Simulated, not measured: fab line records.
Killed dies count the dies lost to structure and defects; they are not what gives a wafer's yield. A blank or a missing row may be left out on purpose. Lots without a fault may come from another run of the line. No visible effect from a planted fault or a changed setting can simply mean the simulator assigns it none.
Check of tool commonality    flow nandHarc    4 lots and 11 wafers in the sample

== WHAT PROMPTED THE OPENING ==
On 3 of the 4 lots, a flag is raised at NHARC_END_SORT_01 on the reading killedDies. Wafers without a fault read 67, standard deviation 17.
Rule: a lot is flagged in two cases, either no wafer of it has a number, or all its wafers with numbers fall more than 4 standard deviations from that mean. The rest of the lots are taken to be sound.

lot   measured      on         killedDies, wafer by wafer  flag
L234  day 26 02:20  prober-02  677 677 677                 FLAGGED
L238  day 26 09:37  prober-01  677 677 677                 FLAGGED
L235  day 26 18:41  prober-02  677 677 677                 FLAGGED
L249  day 30 13:56  prober-01  76 77                       
The mean of the flagged lots' numbers is 677, +610 from the usual (+36 standard deviations).

== WHICH TOOL RAN EACH LOT ==
The record keeps 1 process step preceding the reading, out of 1302 steps on the route. Every cell lists first the tool, next ch and the chambers used by the sampled wafers, and last the start.
lot   flag     NHARC_A_CHANNEL_HOLE_D1_DEP_00
L234  FLAGGED  aclDep-02 ch 0, day 8 10:26
L238  FLAGGED  aclDep-03 ch 0, day 10 00:44
L235  FLAGGED  aclDep-01 ch 0, day 9 18:20
L249           aclDep-02 ch 0, day 14 16:11
What these steps do:
- NHARC_A_CHANNEL_HOLE_D1_DEP_00: deposits aC, target thk 3100 nm.
- NHARC_END_SORT_01

== FLAGGED AGAINST TOTAL, ONE TOOL AT A TIME (gauges that did the reading follow at the end) ==
step                            tool       lots run  flagged  share of the flagged lots  sound lots run after its first flagged lot
NHARC_A_CHANNEL_HOLE_D1_DEP_00  aclDep-01  1         1        some                       0
NHARC_A_CHANNEL_HOLE_D1_DEP_00  aclDep-02  2         1        some                       1 (L249)
NHARC_A_CHANNEL_HOLE_D1_DEP_00  aclDep-03  1         1        some                       0
NHARC_END_SORT_01               prober-01  2         1        some                       1 (L249)
NHARC_END_SORT_01               prober-02  2         2        some                       0

== WHAT THE TABLE ALLOWS ==
No row of the table ran every flagged lot.

== WHAT THE SIMULATOR PUT IN ==
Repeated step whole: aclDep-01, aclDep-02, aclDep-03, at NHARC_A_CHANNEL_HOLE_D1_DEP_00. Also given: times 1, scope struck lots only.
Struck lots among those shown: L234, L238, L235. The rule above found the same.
